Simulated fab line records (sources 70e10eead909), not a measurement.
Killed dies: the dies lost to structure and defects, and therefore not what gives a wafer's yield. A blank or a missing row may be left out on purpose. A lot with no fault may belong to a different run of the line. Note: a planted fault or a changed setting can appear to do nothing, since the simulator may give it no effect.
Struck lot and sound lot, side by side	flow nand harc	13 steps out of a route of 1302
Sound: the wafers L566.1, L566.2, L566.4. Struck: wafer L552.1. (L552.6 of the same lot was not struck and is left out.) The cause comes at the end.
At each step with rows: each side's tool, then ch and its chambers, then its first start. Under that, the readings that differ: sound wafers	struck wafers	difference of the means	sigmas: that difference in standard deviations of wafers without a fault.
alike: same words and numbers on both sides, and readings whose means sit less than 2 such deviations apart. not compared: any withheld reading, any reading some wafer has no value for, any bound like >300 that may hide the same value, and any number with overlapping values for which the record gives no deviation.
The two part at a step that has a row with sigmas, a row that says differs or no value, or rows on one side only. Non-overlapping numbers with no deviation appear without sigmas and do not part them. A reading that every wafer of one side lacks parts them only if that side has two wafers or more.

first, 1 step without rows for these wafers: NHARC_A_CONTACT_STRIP_27 (strips in post etch residue remover, time 600 s).
NHARC_A_CONTACT_ALD_18: deposits TiN, target thk 3 nm, pulse time 1 s, ald cycles 150.
  sound on ald metal-01 ch 0,1,2, day 30 20:28; struck on ald metal-01 ch 0, day 25 17:32
reading	sound	struck	difference	sigmas
since wet clean h (h)	3 2 3	58	+55	
  alike: heater power w, precursor pulse height rel
NHARC_A_CONTACT_CVD_19: deposits W, target thk 300 nm, time 802 s.
  sound: cvd w-02 ch 0,1; struck: cvd w-01 ch 0
  alike: heater power w, mfc wf6 sccm, throttle valve pct
  not compared: since wet clean h
NHARC_A_CONTACT_CMP_20: polishes, t overpolish 30 s, target thk 300 nm.
  sound on cmp-04 ch 1,2,3, day 30 21:32; struck on cmp-02 ch 1, day 25 18:39
reading	sound	struck	difference	sigmas
pad life wafers	43 42 45	356	+313	+3
  alike: motor current A, overpolish run s, slurry flow ml min, time to endpoint s
then, 1 step without rows for these wafers: NHARC_A_CONTACT_SRD_22.
NHARC_A_CONTACT_INSPECT_23:
  sound on defect inspect-02, day 30 21:56; struck on defect inspect-02, day 25 19:00
reading	sound	struck	difference	sigmas
raw defect count	368 384 391	749	+368	+3
then, 5 steps without rows for these wafers: NHARC_A_BLC_DEHYDRATE_00 (time 120 s); NHARC_A_BLC_HMDS_01 (time 30 s); NHARC_A_BLC_COAT_02 (time 75 s); NHARC_A_BLC_COAT_03 (time 65 s); NHARC_A_BLC_COAT_04 (resist thk 90 nm).
NHARC_A_BLC_SOFTBAKE_05: time 55 s.
  sound on litho track-04 ch 0, day 30 22:00; struck on litho track-06 ch 0, day 25 19:00
reading	sound	struck	difference	sigmas
heater power total W (W)	188.38 188.74 188.34	240.26	+51.77	+99 or more
then, 1 step without rows for these wafers: NHARC_A_BLC_EBR_06.

WHERE THEY PART
At NHARC_A_CONTACT_CMP_20 first; at NHARC_A_BLC_SOFTBAKE_05 last (within this record only).

WHY: the cause the simulator had injected
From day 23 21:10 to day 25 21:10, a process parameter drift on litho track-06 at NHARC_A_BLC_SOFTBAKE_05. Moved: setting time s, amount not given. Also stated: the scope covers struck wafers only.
